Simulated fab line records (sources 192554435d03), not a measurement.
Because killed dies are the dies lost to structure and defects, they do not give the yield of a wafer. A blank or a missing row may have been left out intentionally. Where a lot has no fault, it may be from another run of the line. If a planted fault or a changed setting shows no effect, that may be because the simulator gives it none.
Which tool is to blame? / flow n5Finfet / Sampling: 8 lots, 24 wafers, 4 of 1938 route steps

WHAT EACH GAUGE READ, for each wafer
N5_BEOL_M15_RC_MEAS_101.
lot=L077; measured=day 12 21:27; on=prober-02; etestTempC (C)=24.97 24.92 24.98
lot=L080; measured=day 13 14:00; on=prober-01; etestTempC (C)=24.91 24.85 25.01
lot=L082; measured=day 14 11:13; on=prober-01; etestTempC (C)=24.98 24.98 24.94
lot=L085; measured=day 16 10:11; on=prober-01; etestTempC (C)=24.87 24.78 24.97
lot=L093; measured=day 17 02:44; on=prober-02; etestTempC (C)=24.81 24.79 24.95
lot=L091; measured=day 17 17:28; on=prober-02; etestTempC (C)=25.08 25.07 25.11
lot=L095; measured=day 17 22:06; on=prober-01; etestTempC (C)=24.83 24.93 25.02
lot=L097; measured=day 18 06:47; on=prober-02; etestTempC (C)=24.94 24.98 24.74

WHICH TOOL RAN EACH LOT (tool, then ch and the chambers of the sampled wafers, then the start)
lot=L077; N5_BEOL_M15_PRE_CLEAN_42=pvdSputter-01, day 12 19:58; N5_BEOL_M15_SPUTTER_44=pvdSputter-01, day 12 20:05; N5_BEOL_M15_SPUTTER_45=pvdSputter-01, day 12 20:10
lot=L080; N5_BEOL_M15_PRE_CLEAN_42=pvdSputter-02, day 13 12:31; N5_BEOL_M15_SPUTTER_44=pvdSputter-02, day 13 12:38; N5_BEOL_M15_SPUTTER_45=pvdSputter-02, day 13 12:43
lot=L082; N5_BEOL_M15_PRE_CLEAN_42=pvdSputter-03, day 14 09:44; N5_BEOL_M15_SPUTTER_44=pvdSputter-03, day 14 09:51; N5_BEOL_M15_SPUTTER_45=pvdSputter-03, day 14 09:56
lot=L085; N5_BEOL_M15_PRE_CLEAN_42=pvdSputter-03, day 16 08:52; N5_BEOL_M15_SPUTTER_44=pvdSputter-03, day 16 08:59; N5_BEOL_M15_SPUTTER_45=pvdSputter-03, day 16 09:04
lot=L093; N5_BEOL_M15_PRE_CLEAN_42=pvdSputter-01, day 17 01:24; N5_BEOL_M15_SPUTTER_44=pvdSputter-01, day 17 01:31; N5_BEOL_M15_SPUTTER_45=pvdSputter-01, day 17 01:36
lot=L091; N5_BEOL_M15_PRE_CLEAN_42=pvdSputter-02, day 17 15:59; N5_BEOL_M15_SPUTTER_44=pvdSputter-02, day 17 16:06; N5_BEOL_M15_SPUTTER_45=pvdSputter-02, day 17 16:11
lot=L095; N5_BEOL_M15_PRE_CLEAN_42=pvdSputter-01, day 17 20:35; N5_BEOL_M15_SPUTTER_44=pvdSputter-01, day 17 20:42; N5_BEOL_M15_SPUTTER_45=pvdSputter-01, day 17 20:47
lot=L097; N5_BEOL_M15_PRE_CLEAN_42=pvdSputter-01, day 18 05:28; N5_BEOL_M15_SPUTTER_44=pvdSputter-01, day 18 05:35; N5_BEOL_M15_SPUTTER_45=pvdSputter-01, day 18 05:40
- N5_BEOL_M15_PRE_CLEAN_42: time 30 s.
- N5_BEOL_M15_SPUTTER_44: material Ta, target thk 15 nm, time 24.19 s.
- N5_BEOL_M15_SPUTTER_45: material Cu, target thk 100 nm, time 16.67 s.

THE ANSWER, worked out from the rows above alone
Rule: usual is defined by the lots themselves. Put in order of their means at a reading, lots are off if they are a third of the lots or fewer, leave a main group of 4 or more, and stand apart from it by a gap of 3 or more times the standard deviation of the main group's means; of several such gaps the widest counts. If all means in a main group match to the digits the tables above print for the reading, that group is not used. Also off: a lot with no number at a reading for which 4 or more lots have one. Any other lot the step has rows for is counted as sound.
None of the lots is off at any reading shown; this tells nothing.

WHAT HAD BEEN PUT IN BY THE SIMULATOR
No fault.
